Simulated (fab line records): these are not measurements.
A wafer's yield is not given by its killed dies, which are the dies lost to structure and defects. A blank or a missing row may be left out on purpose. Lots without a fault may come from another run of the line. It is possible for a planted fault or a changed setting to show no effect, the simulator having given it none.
Which tool did it? + flow n5-finfet + 6 lots with 15 wafers sampled at 2 steps, on a route of 1938 steps

== WHAT THE GAUGES READ, wafer by wafer ==
N5_BEOL_M11_CD_MEAS_35: the cd target is 70 nm.
| lot  | measured     | on        | cd-nm (nm)     |
|------|--------------|-----------|----------------|
| L130 | day 9 18:12  | cd-sem-03 | 71.2 71.0 70.6 |
| L135 | day 10 22:03 | cd-sem-02 | 69.9 70.8 70.4 |
| L141 | day 14 02:01 | cd-sem-03 | 70.8 70.9 71.5 |
| L144 | day 14 08:16 | cd-sem-03 | 70.6 69.9 70.9 |
| L146 | day 14 17:06 | cd-sem-01 | 71.2           |
| L137 | day 16 21:25 | cd-sem-01 | 69.6 70.2      |

== EACH LOT AND THE TOOL THAT RAN IT (in order: tool; ch and the chambers of the sampled wafers; start) ==
| lot  | N5_BEOL_M11_STRIP_36               |
|------|------------------------------------|
| L130 | rie-diel-06 ch 0,2,3, day 9 17:49  |
| L135 | rie-diel-06 ch 1,3, day 10 21:40   |
| L141 | rie-diel-06 ch 0,1,3, day 14 01:39 |
| L144 | rie-diel-01 ch 0,1, day 14 07:53   |
| L146 | rie-diel-01 ch 3, day 14 16:44     |
| L137 | rie-diel-01 ch 0,3, day 16 21:02   |
- N5_BEOL_M11_STRIP_36: strips in N2/H2.

== THE ANSWER, worked out from the rows above alone ==
Rule: the usual values come from the lots themselves. The widest of any qualifying gaps counts: lots, ordered by their means at a reading, are off when they make up no more than a third of the lots, leave a main group of 4 or more, and stand apart from it by 3 or more times the standard deviation of that group's means. A main group is skipped when, at the precision printed for the reading in the tables above, its means are all equal. Also off: a lot with no number at a reading for which 4 or more lots have one. Any other lot the step has rows for is counted as sound.
None of the lots is off at any reading shown; this tells nothing.

== WHAT THE SIMULATOR PUT IN ==
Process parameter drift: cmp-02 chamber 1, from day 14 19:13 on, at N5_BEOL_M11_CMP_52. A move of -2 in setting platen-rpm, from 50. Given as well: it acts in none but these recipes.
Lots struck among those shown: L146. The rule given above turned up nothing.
